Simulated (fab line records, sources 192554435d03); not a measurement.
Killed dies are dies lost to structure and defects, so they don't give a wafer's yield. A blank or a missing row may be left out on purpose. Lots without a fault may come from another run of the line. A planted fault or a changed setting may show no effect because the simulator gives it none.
fab line records | flow n5_finfet
record lots=7 wafers=21
route steps=1938 shown BEOL_M9@1408 BEOL_M10@1512 BEOL_M11@1579 BEOL_M13@1665 BEOL_M14@1719 BEOL_M15@1776
start_h: hours from the record's first day to the start of the lot's first wafer shown | wait_h: hours since the lot's step before | " the same as in the row above | L1.1+2: a row that stands for several wafers | - no value, or no start given | * or withheld: withheld | < > ~ a bound
route shown NAME@n: a module of which the file shows steps, and the number in the route of the first | usual: mean/standard deviation of fault-free wafers | same: alike in all rows | chamber/n: place in a boat | sites: the reading at each site | _std_site: their standard deviation | _edge_site: outer sites' mean less inner sites' | radius_mm: how far each site lies from the wafer's centre | mask NAME#n: copy n | behind: the tool/chamber that last shaped the wafer | hold: why the lot was held/for how many hours/how that ended | device: the transistor (n, p or np) that didn't switch | end of line: the same wafers' tests at the end of the route | a step without rows: its recipe alone | killed: dies lost to structure and defects at the first sort, not the wafer's yield | map: a wafer's dies, x killed, . not, _ none there
set.NAME: the setting as run; set.NAME@STEP: as run at that earlier step | model.NAME: the simulator's own value behind a step, which no gauge read
lots whose settings were changed on purpose; a table a step, a row a wafer
## steps
# step N5_BEOL_M9_COAT_05
# recipe resist=CAR-ArF spin_rpm=1500 resist_thk_nm=90
# columns lot.wafer tool chamber start_h wait_h set.spin_rpm model.CAR-ArF_of_BEOL_M9_COAT_05.thk_nm
L074.2 litho_track-04 0 - - 1598 87.2
L074.4 " 0 " " 1500 90.4
L074.6 " 0 " " 1500 90.2
L075.2 litho_track-04 0 - - 1500 90.4
L075.4 " 0 " " 1608 87
L075.6 " 0 " " 1608 87.2
L082.3 litho_track-01 0 - - 1500 90.2
L082.4 " 0 " " 1369 94.6
L082.6 " 0 " " 1500 90.4
L084.3 litho_track-01 0 - - 1500 90.4
L084.4 " 0 " " 1450 91.8
L084.6 " 0 " " 1500 90.2
L086.1+2 litho_track-03 0 - - 1500 89.6
L086.6 " 0 " " 1500 89.8
L095.1+6 litho_track-04 0 - - 1351 94.8
L095.4 " 0 " " 1500 90.2
L093.1 litho_track-03 0 - - 1404 93.2
L093.2 " 0 " " 1500 90.2
L093.4 " 0 " " 1404 93
# step N5_BEOL_M9_EBR_07
# recipe solvent=PGMEA ebr_width_mm=1.5
# step N5_BEOL_M9_SOFTBAKE_06
# recipe temp_c=110 time_s=60 resist=CAR-ArF
# step N5_BEOL_M9_EXPOSE_08
# recipe mask_id=M9 na=1.35 source_shape=dipole sigma_inner=0.411 sigma_outer=0.611 polarization=te dose_mj=53.75
# step N5_BEOL_M9_PEB_09
# recipe peb_temp_c=withheld peb_time_s=60 resist=CAR-ArF
# step N5_BEOL_M9_DEVELOP_10
# recipe develop_time_s=30 developer=TMAH resist=CAR-ArF rinse_liquid=diw dry=air_spin dev_temp_c=23
# columns lot.wafer tool chamber start_h wait_h set.spin_rpm@BEOL_M9_COAT_05 model.CAR-ArF_of_BEOL_M9_COAT_05.thk_nm
L074.2 litho_track-01 0 - - 1598 85.6
L074.4 " 0 " " 1500 88.6
L074.6 " 0 " " 1500 88.4
L075.2 litho_track-01 0 - - 1500 88.6
L075.4 " 0 " " 1608 85.4
L075.6 " 0 " " 1608 85.6
L082.3 litho_track-03 0 - - 1500 88.4
L082.4 " 0 " " 1369 93
L082.6 " 0 " " 1500 88.6
L084.3 litho_track-01 0 - - 1500 88.6
L084.4 " 0 " " 1450 90.2
L084.6 " 0 " " 1500 88.4
L086.1+2 litho_track-04 0 - - 1500 87.8
L086.6 " 0 " " 1500 88
L095.1+6 litho_track-01 0 - - 1351 93.2
L095.4 " 0 " " 1500 88.4
L093.1 litho_track-04 0 - - 1404 91.6
L093.2 " 0 " " 1500 88.4
L093.4 " 0 " " 1404 91.2
# step N5_BEOL_M9_ETCH_61
# recipe chemistry=CF4 target=SiARC target_depth_a=390 mask_material=CAR-ArF time_s=65 ion_energy_ev=80 pressure_mtorr=40 source_w=545 bias_w=36 Ar_flow_sccm=100 cf4_flow_sccm=100 ends=cleared
# usual etch_rf_on_time_s=65.8/1.7 rf_vpp_V=184.2/0.99
# columns lot.wafer tool chamber start_h wait_h set.source_w etch_rf_on_time_s rf_vpp_V
L074.2 rie_diel-05 0 214.01 0.0 481 73.0 193.0
L074.4 " 2 " " 481 74.6 192.6
L074.6 " 2 " " 545 66.3 183.9
L075.2 rie_diel-05 3 217.30 0.0 487.8 72.5 191.7
L075.4 " 2 " " 545 66.6 184.3
L075.6 " 2 " " 487.8 74.4 191.4
L082.3 rie_diel-05 0 266.91 0.0 545 65.7 183.9
L082.4 " 3 " " 545 65.1 184.5
L082.6 " 2 " " 464.2 76.7 195.7
L084.3 rie_diel-04 0 282.54 0.0 477.3 70.7 191.9
L084.4 " 3 " " 545 63.9 183.1
L084.6 " 1 " " 545 66.6 182.7
L086.1 rie_diel-03 0 294.71 0.0 545 66.1 183.0
L086.2 " 2 " " 545 64.5 183.7
L086.6 " 0 " " 545 66.1 183.3
L095.1 rie_diel-05 0 330.83 0.0 545 66.2 184.8
L095.4 " 2 " " 488.7 74.5 192.1
L095.6 " 0 " " 488.7 72.9 193.2
L093.1 rie_diel-03 3 359.30 0.0 545 63.4 184.0
L093.2 " 2 " " 545 63.9 184.8
L093.4 " 1 " " 582.2 62.1 180.0
# step N5_BEOL_M10_TRENCH_ETCH_37
# recipe chemistry=C4F6/O2 target_depth_a=1488.3 target=SiCOH_lowk time_s=48 ion_energy_ev=250 pressure_mtorr=30 source_w=345 bias_w=185 Ar_flow_sccm=300 C4F6_flow_sccm=10 O2_flow_sccm=10
# columns lot.wafer tool chamber start_h wait_h set.time_s model.etch.depth_nm model.BEOL_M10.feature_depth_nm
L074.2 rie_diel-02 0 - - 48 146.6 146.6
L074.4 " 2 " " 48 148.6 148.6
L074.6 " 0 " " 48 147.6 147.6
L075.2 rie_diel-01 2 - - 48 151.7 151.8
L075.4 " 2 " " 41.28 130.8 130.8
L075.6 " 1 " " 41.28 131.8 131.8
L082.3 rie_diel-06 2 - - 48 147.2 147.2
L082.4 " 0 " " 38.68 120.5 120.4
L082.6 " 2 " " 48 148.8 148.8
L084.3 rie_diel-02 1 - - 52.31 157.2 157.2
L084.4 " 1 " " 48 145.4 145.4
L084.6 " 0 " " 48 145.3 145.2
L086.1 rie_diel-01 1 - - 48 148 148
L086.2 " 2 " " 48 147.7 147.6
L086.6 " 0 " " 48 141.1 141.2
L095.1 rie_diel-01 1 - - 53.8 167.9 167.8
L095.4 " 3 " " 48 153.2 153.2
L095.6 " 2 " " 53.8 166 166
L093.1 rie_diel-02 3 - - 48 153.3 153.4
L093.2 " 0 " " 48 152.4 152.4
L093.4 " 2 " " 48 148.1 148
# step N5_BEOL_M10_ETCH_41
# recipe chemistry=CH3F/O2 target=SiCN target_depth_a=426 taper_deg=2 time_s=86 ion_energy_ev=120 mask_material=TiN pressure_mtorr=30 source_w=395 bias_w=75 Ar_flow_sccm=150 CH3F_flow_sccm=30 O2_flow_sccm=20
# step N5_BEOL_M10_STRIP_77
# recipe chemistry=N2/H2 time_s=10 power_w=450 temp_c=40 pressure_mtorr=20 rf_frequency_hz=6e+07 bias_power_w=7 n2_flow_sccm=200 h2_flow_sccm=200
# step N5_BEOL_M10_OCD_MEAS_38
# usual trench_depth_nm=148/3
# columns lot.wafer tool chamber start_h wait_h set.time_s@BEOL_M10_TRENCH_ETCH_37 trench_depth_nm
L074.2 ocd-01 - 228.46 - 48 147
L074.4 " - " " 48 149
L074.6 " - " " 48 148
L075.2 ocd-02 - 232.85 - 48 152
L075.4 " - " " 41.28 131
L075.6 " - " " 41.28 132
L082.3 ocd-02 - 275.92 - 48 148
L082.4 " - " " 38.68 120
L082.6 " - " " 48 149
L084.3 ocd-02 - 293.86 - 52.31 157
L084.4 " - " " 48 146
L084.6 " - " " 48 145
L086.1 ocd-02 - 304.50 - 48 148
L086.2 " - " " 48 148
L086.6 " - " " 48 141
L095.1 ocd-01 - 342.55 - 53.8 168
L095.4 " - " " 48 153
L095.6 " - " " 53.8 166
L093.1 ocd-02 - 369.44 - 48 153
L093.2 " - " " 48 152
L093.4 " - " " 48 148
# step N5_BEOL_M10_SPUTTER_48
# recipe material=Cu target_thk_a=120 temp_c=-20 bias_v=60 power_w=26000 chamber_pressure_pa=0.13 time_s=2
# columns lot.wafer tool chamber start_h wait_h set.power_w
L074.2 pvd_sputter-02 - 231.55 1.6 23070
L074.4+6 " - " " 26000
L075.2+4 pvd_sputter-01 - 234.33 0.1 26000
L075.6 " - " " 30280
L082.3+4 pvd_sputter-03 - 277.80 0.1 23610
L082.6 " - " " 26000
L084.3+4 pvd_sputter-02 - 295.54 0.1 26000
L084.6 " - " " 29860
L086.1+2+6 pvd_sputter-01 - 306.10 0.4 26000
L095.1 pvd_sputter-03 - 345.64 1.4 26000
L095.4+6 " - " " 28180
L093.1+4 pvd_sputter-03 - 370.73 0.1 26000
L093.2 " - " " 24590
# step N5_BEOL_M10_ECD_50
# recipe material=Cu target_thk_a=3180
# step N5_BEOL_M10_ANNEAL_51
# recipe temp_c=225 time_s=90 ambient=N2
# step N5_BEOL_M10_CMP_52
# recipe stop_on=SiCOH_lowk t_overpolish_s=7 down_force_psi=1 platen_rpm=50 clearing_platen_down_force_psi=1.5 clearing_platen_rpm=50 post_cmp_clean=cu_alkaline target_thk_nm=140 clearing_platen_pad_velocity_m_s=0.99484 pad_velocity_m_s=0.99484
# columns lot.wafer tool chamber start_h wait_h set.time_s@BEOL_M10_TRENCH_ETCH_37 model.Cu_of_BEOL_M10_ECD_50.thk_nm
L074.4 cmp-04 0 232.19 0.2 48 140.6
L074.2 " 1 " " 48 -
L074.6 " 3 " " 48 138.6
L075.2 cmp-02 1 235.49 0.2 48 143.4
L075.4 " 3 " " 41.28 121.2
L075.6 " 0 " " 41.28 -
L082.3 cmp-02 1 278.58 0.2 48 -
L082.4 " 2 " " 38.68 -
L082.6 " 0 " " 48 138
L084.3 cmp-02 3 296.25 0.2 52.31 145.6
L084.4 " 0 " " 48 134
L084.6 " 3 " " 48 -
L086.2 cmp-03 3 306.63 0.2 48 138.4
L086.1 " 1 " " 48 138.6
L086.6 " 3 " " 48 132.6
L095.4 cmp-02 2 346.59 0.2 48 -
L095.1 " 3 " " 53.8 157.8
L095.6 " 3 " " 53.8 -
L093.4 cmp-04 0 371.51 0.1 48 139.8
L093.2 " 1 " " 48 -
L093.1 " 2 " " 48 145
# step N5_BEOL_M10_PRE_CLEAN_55
# recipe gas=NH3 time_s=15 temp_c=withheld rf_power_w=300
# step N5_BEOL_M10_DEP_56
# recipe material=SiCN target_thk_a=150 temp_c=withheld precursor=3MS/NH3 pressure_torr=3 rf_w=202 time_s=26.5
# step N5_BEOL_M10_RS_MEAS_57
# recipe thk_meas_gauge=four-point-probe reads=Cu_of_BEOL_M10_ECD_50+Co_of_BEOL_M10_CVD_75+TaN_of_BEOL_M10_ALD_74
# usual M10_RS=0.152/0.0042
# columns lot.wafer tool chamber start_h wait_h set.time_s@BEOL_M10_TRENCH_ETCH_37 M10_RS[ohm/sq]
L074.2 film_metro-01 - 232.58 0.1 48 0.152
L074.4 " - " " 48 0.151
L074.6 " - " " 48 0.153
L075.2 film_metro-02 - 235.88 0.1 48 0.147
L075.4 " - " " 41.28 0.177
L075.6 " - " " 41.28 0.175
L082.3 film_metro-02 - 278.94 0.1 48 0.155
L082.4 " - " " 38.68 0.199
L082.6 " - " " 48 0.153
L084.3 film_metro-01 - 296.64 0.1 52.31 0.145
L084.4 " - " " 48 0.159
L084.6 " - " " 48 0.159
L086.1 film_metro-01 - 307.06 0.1 48 0.153
L086.2 " - " " 48 0.153
L086.6 " - " " 48 0.161
L095.1 film_metro-02 - 347.02 0.1 53.8 0.133
L095.4 " - " " 48 0.147
L095.6 " - " " 53.8 0.134
L093.1 film_metro-01 - 371.94 0.1 48 0.146
L093.2 " - " " 48 0.146
L093.4 " - " " 48 0.151
# step N5_BEOL_M11_ETCH_41
# recipe chemistry=CH3F/O2 target=SiCN target_depth_a=426 taper_deg=2 time_s=86 ion_energy_ev=120 mask_material=TiN pressure_mtorr=30 source_w=395 bias_w=75 Ar_flow_sccm=150 CH3F_flow_sccm=30 O2_flow_sccm=20
# columns lot.wafer tool chamber start_h wait_h set.time_s model.etch.depth_nm
L074.2 rie_diel-05 1 - - 86 31.13
L074.4 " 3 " " 86 32.49
L074.6 " 2 " " 86 32.24
L075.2 rie_diel-04 2 - - 68.33 26.28
L075.4 " 0 " " 86 33.24
L075.6 " 2 " " 86 33.02
L082.3 rie_diel-05 1 - - 86 30.98
L082.4 " 0 " " 86 32.15
L082.6 " 1 " " 86 30.57
L084.3 rie_diel-04 0 - - 86 33
L084.4 " 2 " " 86 33.05
L084.6 " 0 " " 86 33.06
L086.1 rie_diel-04 1 - - 86 31.49
L086.2 " 0 " " 86 33.05
L086.6 " 1 " " 86 31.56
L095.1 rie_diel-03 1 - - 86 32.24
L095.4 " 2 " " 98.88 38.28
L095.6 " 1 " " 98.88 37.27
L093.1 rie_diel-03 0 - - 86 32.41
L093.2 " 3 " " 86 33.5
L093.4 " 2 " " 97.91 37.53
# step N5_BEOL_M13_EXPOSE_07
# recipe mask_id=V12 na=0.93 source_shape=conventional sigma_outer=0.6 polarization=unpolarized attpsm_phase_deg=180 dose_mj=24.8
# columns lot.wafer tool chamber start_h wait_h mask set.dose_mj
L074.2+4 krf_scanner-01 0 245.44 - V12#0 25.51
L074.6 " 0 " " V12#0 24.8
L075.2+6 krf_scanner-01 0 251.51 - V12#0 24.09
L075.4 " 0 " " V12#0 24.8
L082.3+4 krf_scanner-01 0 299.60 - V12#0 26.43
L082.6 " 0 " " V12#0 24.8
L084.3+4+6 krf_scanner-01 0 308.83 - V12#0 24.8
L086.1+2+6 krf_scanner-01 0 320.07 - V12#0 24.8
L095.1+6 krf_scanner-02 0 364.37 - V12#0 24.8
L095.4 " 0 " " V12#0 23.5
L093.1+2 krf_scanner-02 0 388.65 - V12#0 26.33
L093.4 " 0 " " V12#0 24.8
# step N5_BEOL_M13_PEB_08
# recipe peb_temp_c=130 peb_time_s=90
# step N5_BEOL_M13_DEVELOP_09
# recipe develop_time_s=45 rinse_liquid=diw dry=air_spin dev_temp_c=21
# step N5_BEOL_M13_HARDBAKE_14
# recipe temp_c=130 time_s=120
# step N5_BEOL_M13_CD_MEAS_10
# recipe target_cd_nm=190 landing_energy_ev=500 detector=se_inlens polarity=opening
# usual cd_nm=190.0/1.2
# columns lot.wafer tool chamber start_h wait_h set.dose_mj@BEOL_M13_EXPOSE_07 cd_nm
L074.2 cd_sem-01 0 245.61 - 25.51 193.0
L074.4 " 0 " " 25.51 190.4
L074.6 " 0 " " 24.8 190.1
L075.2 cd_sem-02 0 251.67 - 24.09 187.4
L075.4 " 0 " " 24.8 190.0
L075.6 " 0 " " 24.09 187.7
L082.3 cd_sem-03 0 299.77 - 26.43 195.8
L082.4 " 0 " " 26.43 197.1
L082.6 " 0 " " 24.8 189.8
L084.3 cd_sem-01 0 309.00 - 24.8 188.7
L084.4 " 0 " " 24.8 188.1
L084.6 " 0 " " 24.8 188.4
L086.1 cd_sem-03 0 320.24 - 24.8 188.0
L086.2 " 0 " " 24.8 188.6
L086.6 " 0 " " 24.8 189.0
L095.1 cd_sem-02 0 364.54 - 24.8 190.9
L095.4 " 0 " " 23.5 184.9
L095.6 " 0 " " 24.8 190.2
L093.1 cd_sem-03 0 388.82 - 26.33 196.8
L093.2 " 0 " " 26.33 196.5
L093.4 " 0 " " 24.8 190.4
# step N5_BEOL_M13_STRIP_71
# recipe chemistry=post_etch_residue_remover time_s=60 temp_c=25 remover_ph=withheld remover_water_wt_pct=withheld remover_fluoride_wt_pct=withheld
# step N5_BEOL_M13_SRD_72
# recipe time_s=30 temp_c=23 rinse_liquid=diw dry=n2_spin spin_rpm=1500 dry_time_s=30
# step N5_BEOL_M13_CD_MEAS_17
# recipe target_cd_nm=190 polarity=opening
# usual cd_nm=190.2/1.5
# columns lot.wafer tool chamber start_h wait_h set.dose_mj@BEOL_M13_EXPOSE_07 cd_nm
L074.2 cd_sem-03 - 246.24 0.0 25.51 191.3
L074.4 " - " " 25.51 190.0
L074.6 " - " " 24.8 190.0
L075.2 cd_sem-02 - 252.39 0.0 24.09 187.4
L075.4 " - " " 24.8 190.4
L075.6 " - " " 24.09 187.6
L082.3 cd_sem-03 - 300.38 0.0 26.43 196.2
L082.4 " - " " 26.43 196.3
L082.6 " - " " 24.8 188.3
L084.3 cd_sem-02 - 309.61 0.0 24.8 188.7
L084.4 " - " " 24.8 188.3
L084.6 " - " " 24.8 189.5
L086.1 cd_sem-02 - 320.86 0.0 24.8 188.7
L086.2 " - " " 24.8 189.1
L086.6 " - " " 24.8 188.8
L095.1 cd_sem-02 - 365.38 0.0 24.8 191.4
L095.4 " - " " 23.5 184.7
L095.6 " - " " 24.8 191.6
L093.1 cd_sem-01 - 389.45 0.0 26.33 196.0
L093.2 " - " " 26.33 198.7
L093.4 " - " " 24.8 189.4
# step N5_BEOL_M14_COAT_04
# recipe spin_rpm=1704 resist_thk_nm=800
# columns lot.wafer tool chamber start_h wait_h set.spin_rpm model.coat_of_BEOL_M14_COAT_04.thk_nm
L074.2 litho_track-04 0 - - 1704 800
L074.4 " 0 " " 1778 780.6
L074.6 " 0 " " 1778 784
L075.2 litho_track-01 0 - - 1704 801.8
L075.4 " 0 " " 1704 799.2
L075.6 " 0 " " 1704 799.4
L082.3 litho_track-04 0 - - 1704 801.2
L082.4 " 0 " " 1768 786.8
L082.6 " 0 " " 1704 799.6
L084.3 litho_track-03 0 - - 1704 801
L084.4 " 0 " " 1704 800.6
L084.6 " 0 " " 1704 798.6
L086.1+2 litho_track-03 0 - - 1704 806.2
L086.6 " 0 " " 1704 804.8
L095.1 litho_track-04 0 - - 1704 800.4
L095.4 " 0 " " 1648 814.8
L095.6 " 0 " " 1704 799.8
L093.1 litho_track-04 0 - - 1574 832.4
L093.2 " 0 " " 1704 797.2
L093.4 " 0 " " 1574 829.2
# step N5_BEOL_M14_EBR_06
# recipe solvent=PGMEA ebr_width_mm=1.5
# step N5_BEOL_M14_SOFTBAKE_05
# recipe temp_c=130 time_s=60
# step N5_BEOL_M14_DESCUM_15
# recipe chemistry=O2 time_s=7.9 source_power_w=50 bias_power_w=20 pressure_mtorr=20 rf_frequency_hz=2.712e+07 temp_c=40 o2_flow_sccm=225
# step N5_BEOL_M14_ETCH_59
# recipe chemistry=N2/H2 target=BARC target_depth_a=890 overetch_a=267 time_s=67.9 ion_energy_ev=200 pressure_mtorr=30 source_w=840 bias_w=150 n2_flow_sccm=200 h2_flow_sccm=200
# columns lot.wafer tool chamber start_h wait_h set.spin_rpm@BEOL_M14_COAT_04 model.coat_of_BEOL_M14_COAT_04.thk_nm
L074.2 rie_diel-01 0 251.12 0.0 1704 721.2
L074.4 " 3 " " 1778 697.4
L074.6 " 1 " " 1778 701
L075.2 rie_diel-06 2 257.84 0.0 1704 718.8
L075.4 " 0 " " 1704 715.4
L075.6 " 1 " " 1704 718
L082.3 rie_diel-01 1 305.04 0.0 1704 718.6
L082.4 " 0 " " 1768 707.2
L082.6 " 0 " " 1704 720.2
L084.3 rie_diel-02 1 313.50 0.0 1704 721.2
L084.4 " 2 " " 1704 719
L084.6 " 0 " " 1704 717.4
L086.1 rie_diel-06 3 325.38 0.0 1704 720.8
L086.2 " 1 " " 1704 725
L086.6 " 3 " " 1704 720
L095.1 rie_diel-01 1 369.86 0.0 1704 717.6
L095.4 " 0 " " 1648 735.2
L095.6 " 1 " " 1704 716.8
L093.1 rie_diel-06 2 393.44 0.0 1574 750.2
L093.2 " 0 " " 1704 713.6
L093.4 " 3 " " 1574 745.4
# step N5_BEOL_M14_VIA_ETCH_16
# recipe chemistry=C4F8/O2/Ar target=SiO2 he_inner_torr=15 he_outer_torr=30 target_depth_a=12313 time_s=withheld ion_energy_ev=800 pressure_mtorr=20 source_w=1905 bias_w=2040 Ar_flow_sccm=400 C4F8_flow_sccm=16 O2_flow_sccm=12 ends=cleared
# columns lot.wafer tool chamber start_h wait_h set.spin_rpm@BEOL_M14_COAT_04 model.coat_of_BEOL_M14_COAT_04.thk_nm
L074.2 rie_diel-01 0 251.18 0.0 1704 466
L074.4 " 3 " " 1778 430
L074.6 " 1 " " 1778 442
L075.2 rie_diel-06 2 257.89 0.0 1704 459.2
L075.4 " 0 " " 1704 448.2
L075.6 " 1 " " 1704 449.8
L082.3 rie_diel-01 1 305.10 0.0 1704 467
L082.4 " 0 " " 1768 451.2
L082.6 " 0 " " 1704 464.8
L084.3 rie_diel-02 1 313.55 0.0 1704 465.8
L084.4 " 2 " " 1704 454.4
L084.6 " 0 " " 1704 456.8
L086.1 rie_diel-06 3 325.43 0.0 1704 458.4
L086.2 " 1 " " 1704 460.6
L086.6 " 3 " " 1704 455.4
L095.1 rie_diel-01 1 369.92 0.0 1704 459.6
L095.4 " 0 " " 1648 476.6
L095.6 " 1 " " 1704 455.8
L093.1 rie_diel-06 2 393.49 0.0 1574 493
L093.2 " 0 " " 1704 453.8
L093.4 " 3 " " 1574 480.2
# step N5_BEOL_M15_COAT_04
# recipe spin_rpm=1704 resist_thk_nm=800
# columns lot.wafer tool chamber start_h wait_h set.spin_rpm model.coat_of_BEOL_M15_COAT_04.thk_nm
L074.2 litho_track-04 0 - - 1704 795.8
L074.4 " 0 " " 1704 798
L074.6 " 0 " " 1786 779.6
L075.2 litho_track-02 0 - - 1650 811.4
L075.4 " 0 " " 1704 799.4
L075.6 " 0 " " 1704 799.2
L082.3 litho_track-04 0 - - 1704 802.2
L082.4 " 0 " " 1533 844
L082.6 " 0 " " 1704 803.4
L084.3 litho_track-04 0 - - 1840 768
L084.4 " 0 " " 1704 797.8
L084.6 " 0 " " 1704 796.8
L086.1 litho_track-05 0 - - 1704 801.2
L086.2 " 0 " " 1704 800
L086.6 " 0 " " 1704 798.6
L095.1 litho_track-05 0 - - 1704 800.2
L095.4 " 0 " " 1704 803.6
L095.6 " 0 " " 1848 768.2
L093.1 litho_track-04 0 - - 1704 799.6
L093.2 " 0 " " 1704 800.2
L093.4 " 0 " " 1704 803
## key
split step=N5_BEOL_M9_COAT_05 setting=spin_rpm stated=1500 by=wafer
response step=N5_BEOL_M9_COAT_05 reading=model.CAR-ArF_of_BEOL_M9_COAT_05.thk_nm change=-0.469 per=1% r=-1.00
response step=N5_BEOL_M9_DEVELOP_10 reading=model.CAR-ArF_of_BEOL_M9_COAT_05.thk_nm change=-0.476 per=1% r=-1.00
split step=N5_BEOL_M9_ETCH_61 setting=source_w stated=545 by=wafer
response step=N5_BEOL_M9_ETCH_61 reading=etch_rf_on_time_s change=* per=1% r=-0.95
response step=N5_BEOL_M9_ETCH_61 reading=rf_vpp_V change=-0.741 per=1% r=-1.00
split step=N5_BEOL_M10_TRENCH_ETCH_37 setting=time_s stated=48 by=wafer
response step=N5_BEOL_M10_TRENCH_ETCH_37 reading=model.etch.depth_nm change=+1.37 per=1% r=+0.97
response step=N5_BEOL_M10_TRENCH_ETCH_37 reading=model.BEOL_M10.feature_depth_nm change=+1.37 per=1% r=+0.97
response step=N5_BEOL_M10_OCD_MEAS_38 reading=trench_depth_nm change=+1.38 per=1% r=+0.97
response step=N5_BEOL_M10_CMP_52 reading=model.Cu_of_BEOL_M10_ECD_50.thk_nm change=+1.5 per=1% r=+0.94
response step=N5_BEOL_M10_RS_MEAS_57 reading=M10_RS change=-0.00196 per=1% r=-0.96
split step=N5_BEOL_M10_SPUTTER_48 setting=power_w stated=26000 by=wafer
response none clear
split step=N5_BEOL_M11_ETCH_41 setting=time_s stated=86 by=wafer
response step=N5_BEOL_M11_ETCH_41 reading=model.etch.depth_nm change=+0.342 per=1% r=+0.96
split step=N5_BEOL_M13_EXPOSE_07 setting=dose_mj stated=24.8 by=wafer
response step=N5_BEOL_M13_CD_MEAS_10 reading=cd_nm change=+0.986 per=1% r=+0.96
response step=N5_BEOL_M13_CD_MEAS_17 reading=cd_nm change=+1.17 per=1% r=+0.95
split step=N5_BEOL_M14_COAT_04 setting=spin_rpm stated=1704 by=wafer
response step=N5_BEOL_M14_COAT_04 reading=model.coat_of_BEOL_M14_COAT_04.thk_nm change=-4.24 per=1% r=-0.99
response step=N5_BEOL_M14_ETCH_59 reading=model.coat_of_BEOL_M14_COAT_04.thk_nm change=-4.53 per=1% r=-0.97
response step=N5_BEOL_M14_VIA_ETCH_16 reading=model.coat_of_BEOL_M14_COAT_04.thk_nm change=-4.88 per=1% r=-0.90
split step=N5_BEOL_M15_COAT_04 setting=spin_rpm stated=1704 by=wafer
response step=N5_BEOL_M15_COAT_04 reading=model.coat_of_BEOL_M15_COAT_04.thk_nm change=-3.92 per=1% r=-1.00
